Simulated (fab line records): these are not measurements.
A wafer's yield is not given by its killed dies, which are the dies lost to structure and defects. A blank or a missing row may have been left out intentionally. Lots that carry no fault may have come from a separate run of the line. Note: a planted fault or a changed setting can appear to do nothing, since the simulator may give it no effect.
A struck lot beside a sound one + flow n5-finfet + 32 out of 1938 route steps
Sound: these wafers, L875.2, L875.4, L875.5. Struck: wafer L878.4. (L878.2, L878.6 of the same lot were not struck and are left out.) The cause comes at the end.
At each step with rows: each side's tool, then ch and its chambers, then its first start. Under that, the readings that differ: sound wafers + struck wafers + difference of the means + sigmas: that difference in standard deviations of wafers without a fault.
alike: a reading whose means differ by less than 2 such deviations, as well as words and numbers matching on both sides. not compared: withheld readings; readings where some wafer has no value; bounds like >300 that might hide an equal value; numbers whose values overlap and for which the record gives no deviation.
A row with sigmas, a row that says differs or no value, or rows on one side alone: a step with any of these is where the two part. Numbers that don't overlap but have no deviation are shown without sigmas and don't part them. Lack of a reading on every wafer of one side parts them only where that side has two or more wafers.

first, 11 steps without rows for these wafers: N5_BEOL_M1_ANNEAL_89 (time 240 s); N5_BEOL_M1_SPUTTER_90 (material Cu, target thk 4.5 nm, time 8.29 s); N5_BEOL_M1_ANNEAL_91 (time 240 s); N5_BEOL_M1_SPUTTER_92 (material Cu, target thk 4.5 nm, time 8.29 s); N5_BEOL_M1_ANNEAL_93 (time 240 s); N5_BEOL_M1_SPUTTER_94 (material Cu, target thk 4.5 nm, time 8.29 s); N5_BEOL_M1_ANNEAL_95 (time 240 s); N5_BEOL_M1_SPUTTER_96 (material Cu, target thk 4.5 nm, time 8.29 s); N5_BEOL_M1_ECD_50 (material Cu, target thk 300 nm); N5_BEOL_M1_ANNEAL_51 (time 90 s); N5_BEOL_M1_CMP_52 (polishes, stops on SiOC, t overpolish 6.8 s, target thk 40 nm).
N5_BEOL_M1_PRE_CLEAN_60: time 15 s.
  sound on cvd-co-02 ch 0,2, day 7 09:55; struck on cvd-co-02 ch 0, day 8 12:57
  alike: heater-power-w
then, 3 steps without rows for these wafers: N5_BEOL_M1_CO_CAP_55 (material Co, precursor CCTBA/H2, target thk 2 nm, time 102.1 s); N5_BEOL_M1_PRE_CLEAN_56 (time 15 s); N5_BEOL_M1_DEP_57 (deposits SiCN from 3MS/NH3, target thk 8 nm, time 14 s).
N5_BEOL_M1_INSPECT_59: inspects for defects (darkfield).
  sound: defect-inspect-01 at day 7 10:13; struck: defect-inspect-01 at day 8 13:14
| reading          | sound    | struck | difference | sigmas |
|------------------|----------|--------|------------|--------|
| raw-defect-count | 52 55 75 | 759    | +698       | +32    |
then, 12 steps without rows for these wafers: N5_BEOL_M2_ILD_DEP_00 (deposits SiOC from DEMS/O2, target thk 79 nm, time 15.3 s); N5_BEOL_M2_PECVD_72 (deposits SiO2 from TEOS/O2, target thk 16 nm, time 18 s); N5_BEOL_M2_HM_DEP_02 (deposits TiN, target thk 20 nm); N5_BEOL_M2_COAT_61 (time 60 s, resist thk 60 nm); N5_BEOL_M2_COAT_62 (time 60 s, resist thk 12 nm); N5_BEOL_M2_COAT_73 (time 60 s, resist thk 5 nm); N5_BEOL_M2_COAT_05 (resist thk 30 nm); N5_BEOL_M2_EBR_07; N5_BEOL_M2_SOFTBAKE_06 (time 60 s); N5_BEOL_M2_EXPOSE_08 (exposes mask M2); N5_BEOL_M2_PEB_09 (peb time 60 s); N5_BEOL_M2_DEVELOP_10 (develop time 30 s).
N5_BEOL_M2_INSPECT_13: inspects for defects (brightfield).
  sound: defect-inspect-01 at day 7 11:44; struck: defect-inspect-01 at day 8 16:01
| reading          | sound       | struck | difference | sigmas |
|------------------|-------------|--------|------------|--------|
| raw-defect-count | 472 542 514 | 1019   | +510       | +5     |
then, 1 step without rows for these wafers: N5_BEOL_M2_DESCUM_16 (chemistry O2, time 7 s).
N5_BEOL_M4_RC_MEAS_101:
  sound on prober-01 ch 0, day 8 21:38; struck on prober-01 ch 0, day 9 20:07
  alike: DIBL_N, DIBL_P, IOFF_N, IOFF_P, ION_N, ION_P, SS_N, SS_P, VT_N, VT_P
-- the record jumps here: 4 days lie between the struck wafers' starts before and after (it left off in module BEOL_M4 and takes up again in module PASSIVATION, whose first step shown is number 1936 of the route) --
N5_PASSIVATION_PROBE_49:
  the record has rows for the struck wafers here (prober-01, day 14 01:35) and none for the sound ones

== WHERE THEY PART ==
First at N5_BEOL_M1_INSPECT_59; last, within this record, at N5_PASSIVATION_PROBE_49.

WHY: what the simulator had put in
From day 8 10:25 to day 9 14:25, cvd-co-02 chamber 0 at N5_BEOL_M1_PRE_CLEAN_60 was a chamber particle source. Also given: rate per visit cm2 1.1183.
